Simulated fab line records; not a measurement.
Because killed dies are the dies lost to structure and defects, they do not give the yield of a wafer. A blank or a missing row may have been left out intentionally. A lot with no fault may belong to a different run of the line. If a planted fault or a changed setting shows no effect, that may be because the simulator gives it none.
Comparing a struck lot with a sound one    flow nand harc    14 out of 1302 route steps
Sound: the wafers L777.1, L777.2, L777.4. Wafers struck: L784.2, L784.5, L784.6. Last of all comes the cause.
Each step with rows lists, per side, the tool, then ch with its chambers, then its first start. Under that, the readings that differ: sound wafers    struck wafers    difference of the means    sigmas: that difference in standard deviations of wafers without a fault.
alike: same words and numbers on both sides, and readings whose means sit less than 2 such deviations apart. not compared: any withheld reading, any reading some wafer has no value for, any bound like >300 that may hide the same value, and any number with overlapping values for which the record gives no deviation.
The two part at a step that has a row with sigmas, a row that says differs or no value, or rows on one side only. When numbers do not overlap yet have no deviation, they are printed without sigmas and do not part them. A reading missing from all wafers of one side parts the sides only when that side holds two or more wafers.

NHARC_A_ZERO_WELL_INSPECT_17:
  sound on defect inspect-01, day 9 13:01; struck on defect inspect-02, day 12 21:53
  alike: raw defect count
then, 3 steps without rows for these wafers: NHARC_A_SOURCE_PLATE_PRECLEAN_00 (cleans in HF-LAST, time 60 s); NHARC_A_SOURCE_PLATE_SRD_01; NHARC_A_SOURCE_PLATE_OXIDE_02 (material SiO2, target thk 10 nm, ox time 1362 s).
NHARC_A_SOURCE_PLATE_THK_MEAS_09: measures by ellipsometry.
  sound on film metro-01, day 9 20:21; struck on film metro-01, day 13 04:28
  alike: thk nm
then, 3 steps without rows for these wafers: NHARC_A_SOURCE_PLATE_PVD_04 (deposits WSi2, target thk 50 nm); NHARC_A_SOURCE_PLATE_CVD_03 (deposits poly-Si, target thk 200 nm, time 4000 s); NHARC_A_SOURCE_PLATE_ANNEAL_05 (time 1800 s).
NHARC_A_SOURCE_PLATE_THK_MEAS_06: measures by ellipsometry.
  sound on film metro-01, day 10 09:03; struck on film metro-02, day 13 17:09
  alike: thk nm
NHARC_A_SOURCE_PLATE_INSPECT_08:
  sound on defect inspect-01, day 10 09:08; struck on defect inspect-02, day 13 17:13
reading           sound        struck     difference  sigmas
raw defect count  164 120 167  36 99 104  -71         -3
NHARC_A_ONON_D1_DEP_00: target thk 1000 nm.
  sound on pecvd onon-02 ch 0, day 10 09:12; struck on pecvd onon-02 ch 0, day 13 17:20
  alike: nh3 flow sccm
NHARC_A_ONON_D1_THK_MEAS_02: measures by ellipsometry.
  sound on film metro-01, day 10 09:43; struck on film metro-02, day 13 17:49
reading      sound        struck          difference  sigmas
thk nm (nm)  985 986 988  1099 1097 1098  +112        +12
after that, 1 step with no rows for these wafers: NHARC_A_ONON_D1_DEP_03 (target thk 1000 nm).
-- break in the record here, with 16 days between the starts of the struck wafers on either side (left off in module A_ONON_D1, picked up again in module END, where the first step shown is number 1302 on the route) --
NHARC_END_SORT_01:
  here the record holds rows for the struck wafers (prober-01 ch 0, day 29 21:56) but none for the sound ones

WHERE THEY PART
First at NHARC_A_SOURCE_PLATE_INSPECT_08; last, within this record, at NHARC_END_SORT_01.

WHY: what the simulator had put in
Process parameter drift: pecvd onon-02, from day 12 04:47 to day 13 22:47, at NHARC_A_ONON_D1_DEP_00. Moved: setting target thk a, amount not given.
